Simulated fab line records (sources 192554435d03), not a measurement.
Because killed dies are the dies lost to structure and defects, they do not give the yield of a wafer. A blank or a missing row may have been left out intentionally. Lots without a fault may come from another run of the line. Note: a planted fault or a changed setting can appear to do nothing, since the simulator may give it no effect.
A lot that was struck, set against a sound lot -- flow n5-finfet -- 15 out of 1938 route steps
Sound: these wafers, L811.2, L811.4, L811.5. Struck: wafers L813.2, L813.4 (left out: L813.5, a lot-mate that was not struck); the cause follows at the end.
Each step with rows lists, per side, the tool, then ch with its chambers, then its first start. Under that, the readings that differ: sound wafers -- struck wafers -- difference of the means -- sigmas: that difference in standard deviations of wafers without a fault.
alike: same words and numbers on both sides, and readings whose means sit less than 2 such deviations apart. not compared: any withheld reading, any reading some wafer has no value for, any bound like >300 that may hide the same value, and any number with overlapping values for which the record gives no deviation.
The two part at a step that has a row with sigmas, a row that says differs or no value, or rows on one side only. Numbers that don't overlap but have no deviation are shown without sigmas and don't part them. Lack of a reading on every wafer of one side parts them only where that side has two or more wafers.

N5_BEOL_M9_CD_MEAS_35: target cd 70 nm, target cd y 40 nm.
  struck on cd-sem-03, day 13 13:54; sound on cd-sem-03, day 12 04:13
  alike: cd-nm
then, 1 step without rows for these wafers: N5_BEOL_M9_CURE_72 (cures SiCOH lowk, time 120 s).
N5_BEOL_M9_DEGAS_44: time 60 s.
  struck on pvd-sputter-03, day 13 14:38; sound on pvd-sputter-02, day 12 04:46
reading,sound,struck,difference,sigmas
heater-power-w (W),303 291 307,335 358,+46,+2
  alike: susceptor-temp-C
then, 1 step without rows for these wafers: N5_BEOL_M9_PRE_CLEAN_45 (time 30 s).
N5_BEOL_M9_ALD_74: deposits TaN, target thk 2 nm, pulse time 2 s, purge time 3 s.
  sound on ald-metal-02 ch 1,3, day 12 04:52; struck on ald-metal-02 ch 1,3, day 13 14:44
  alike: heater-power-w, precursor-vessel-pressure-torr, susceptor-temp-C
then, 2 steps without rows for these wafers: N5_BEOL_M9_SURFACE_TREAT_79; N5_BEOL_M9_CVD_78 (deposits Co from CCTBA/H2, target thk 2 nm, time 138.9 s).
N5_BEOL_M9_SPUTTER_48: material Cu, target thk 12 nm, time 2 s.
  struck on pvd-sputter-01, day 13 15:19; sound on pvd-sputter-02, day 12 05:42
  alike: susceptor-temp-C, throttle-valve-pct
then, 1 step without rows for these wafers: N5_BEOL_M9_ECD_50 (material Cu, target thk 318 nm).
N5_BEOL_M9_ANNEAL_51: time 90 s.
  sound on rtp-anneal-02 ch 0, day 12 06:08; struck on rtp-anneal-02 ch 0, day 13 15:53
  alike: anneal-temp-c, wafer_temp_C_max
N5_BEOL_M9_CMP_52: polishes, stops on SiCOH lowk, t overpolish 7 s, target thk 140 nm.
  sound on cmp-02 ch 0,2,3, day 12 06:23; struck on cmp-04 ch 1,2, day 13 16:09
  alike: barrier-field-endpoint-s, head-pressure-psi, motor-current-A, overpolish-run-s, retaining-ring-pressure-frac, time-to-endpoint-s
  not compared: pad-life-wafers
N5_BEOL_M9_THK_MEAS_53: measures by xrf.
  struck on film-metro-02, day 13 16:26; sound on film-metro-02, day 12 06:41
  alike: M9_THK
N5_BEOL_M9_PRE_CLEAN_55: time 15 s.
  sound on pecvd-03 ch 1,2, day 12 06:43; struck on pecvd-03 ch 1, day 13 16:32
reading,sound,struck,difference,sigmas
rf-fwd-power-W (W),292.2 294.0 293.2,266.4 266.5,-26.7,-15
then, 1 step without rows for these wafers: N5_BEOL_M9_DEP_56 (deposits SiCN from 3MS/NH3, target thk 15 nm, time 26.5 s).
N5_PASSIVATION_PROBE_49:
  the record has rows for the sound wafers here (prober-02, day 14 19:58) and none for the struck ones

## WHERE THEY PART
First at N5_BEOL_M9_DEGAS_44; last, within this record, at N5_PASSIVATION_PROBE_49.

WHY: what had been put in by the simulator
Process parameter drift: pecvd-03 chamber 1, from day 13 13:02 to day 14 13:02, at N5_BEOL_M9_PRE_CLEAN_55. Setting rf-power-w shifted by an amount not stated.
